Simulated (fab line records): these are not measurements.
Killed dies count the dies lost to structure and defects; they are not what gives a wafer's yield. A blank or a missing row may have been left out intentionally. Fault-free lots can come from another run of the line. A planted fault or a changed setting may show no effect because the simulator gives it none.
Which tool was responsible?	flow n5-finfet	11 lots with 31 wafers sampled at 3 steps, on a route of 1938 steps

WHAT EACH GAUGE READ, for each wafer
N5_BEOL_M11_CD_MEAS_18: pitch 140 nm, target cd 70 nm.
lot	measured	on	cd-nm (nm)
L583	day 10 05:38	cd-sem-03	71.4 70.1 70.3
L584	day 10 14:36	cd-sem-02	70.6 70.3 70.3
L586	day 11 12:30	cd-sem-03	70.5 70.7 70.0
L591	day 13 01:20	cd-sem-03	68.8 69.2 69.5
L593	day 13 08:15	cd-sem-02	69.7 70.3 70.9
L592	day 13 11:01	cd-sem-02	71.7 70.4 71.1
L595	day 13 16:35	cd-sem-03	69.7 70.9 69.8
L599	day 15 00:50	cd-sem-02	69.5 70.8 70.3
L603	day 15 18:29	cd-sem-02	70.4 71.0
L601	day 16 01:10	cd-sem-02	69.7 70.2
L604	day 16 21:47	cd-sem-02	69.7 70.4 69.8

N5_BEOL_M11_CD_MEAS_28: the cd target is 70 nm.
lot	measured	on	cd-nm (nm)
L583	day 10 06:04	cd-sem-02	71.3 69.2 69.1
L584	day 10 18:35	cd-sem-01	70.3 70.4 71.3
L586	day 11 15:50	cd-sem-02	68.1 69.5 68.9
L591	day 13 01:40	cd-sem-03	72.0 71.2 71.1
L593	day 13 09:20	cd-sem-02	69.5 71.3 70.4
L592	day 13 11:26	cd-sem-03	68.2 68.8 68.9
L595	day 13 17:55	cd-sem-02	70.7 70.7 70.3
L599	day 15 04:53	cd-sem-03	70.9 71.3 71.1
L603	day 15 20:24	cd-sem-03	71.0 69.7
L601	day 16 02:13	cd-sem-03	70.5 70.6
L604	day 16 22:07	cd-sem-01	71.4 70.9 70.5

WHAT TOOL EACH LOT RAN ON (gives the tool, then ch and the chambers of the sampled wafers, and finally the start)
lot	N5_BEOL_M11_DESCUM_16
L583	rie-diel-05 ch 0,1,2, day 10 04:59
L584	rie-diel-02 ch 0,3, day 10 14:09
L586	rie-diel-05 ch 1,2,3, day 11 12:02
L591	rie-diel-02 ch 0,1,3, day 13 00:47
L593	rie-diel-04 ch 0,1,2, day 13 07:48
L592	rie-diel-04 ch 1,3, day 13 10:34
L595	rie-diel-02 ch 1,3, day 13 16:08
L599	rie-diel-02 ch 1,3, day 15 00:22
L603	rie-diel-04 ch 3, day 15 18:02
L601	rie-diel-05 ch 1,2, day 16 00:43
L604	rie-diel-04 ch 0,1,2, day 16 21:20
- N5_BEOL_M11_DESCUM_16: chemistry O2, time 7.9 s.

AS READ BY THE TOOLS THEMSELVES (means over the sampled wafers that have a number; for cases with no such wafer, the mark the record gives instead)
N5_BEOL_M11_DESCUM_16.
lot	tool	drypump-motor-current-A (A)	o2-flow-sccm (sccm)	oes-product-au (a.u.)	rf-vpp-V (V)	showerhead-plenum-p-Torr (Torr)	throttle-valve-pct (%)
L583	rie-diel-05	5.8	225.2	0.78	242.9	2.08	20.38
L584	rie-diel-02	5.5	224.6	0.92	243.7	2.17	20.21
L586	rie-diel-05	6.1	224.6	0.79	241.5	2.02	20.40
L591	rie-diel-02	5.9	225.0	0.86	243.1	2.11	20.31
L593	rie-diel-04	5.5	224.5	0.94	243.7	2.14	20.17
L592	rie-diel-04	5.4	224.8	0.89	245.0	2.17	20.04
L595	rie-diel-02	6.4	224.8	0.79	243.1	2.06	20.44
L599	rie-diel-02	6.4	224.2	0.78	242.1	2.06	20.46
L603	rie-diel-04	5.5	225.0	0.85	245.1	2.24	20.26
L601	rie-diel-05	6.0	224.9	0.77	242.1	2.02	20.46
L604	rie-diel-04	5.5	225.0	0.88	243.5	2.13	20.22

THE ANSWER, worked out from the rows above alone
Rule: the usual values come from the lots themselves. The widest of any qualifying gaps counts: lots, ordered by their means at a reading, are off when they make up no more than a third of the lots, leave a main group of 4 or more, and stand apart from it by 3 or more times the standard deviation of that group's means. Not used: any main group whose means are identical at the precision the tables above print for the reading. Also off: a lot with no number at a reading for which 4 or more lots have one. Where the step has rows for the other lots, those lots are counted as sound. Order of review: gauges by route order, followed by the tools' own readings, for which a lot's mean as printed above is used. At the first step where some lot is off, the reading lying furthest off is the one used; lots without a number count as furthest.
None of the lots is off at any reading shown; this tells nothing.

WHAT WAS PUT IN BY THE SIMULATOR
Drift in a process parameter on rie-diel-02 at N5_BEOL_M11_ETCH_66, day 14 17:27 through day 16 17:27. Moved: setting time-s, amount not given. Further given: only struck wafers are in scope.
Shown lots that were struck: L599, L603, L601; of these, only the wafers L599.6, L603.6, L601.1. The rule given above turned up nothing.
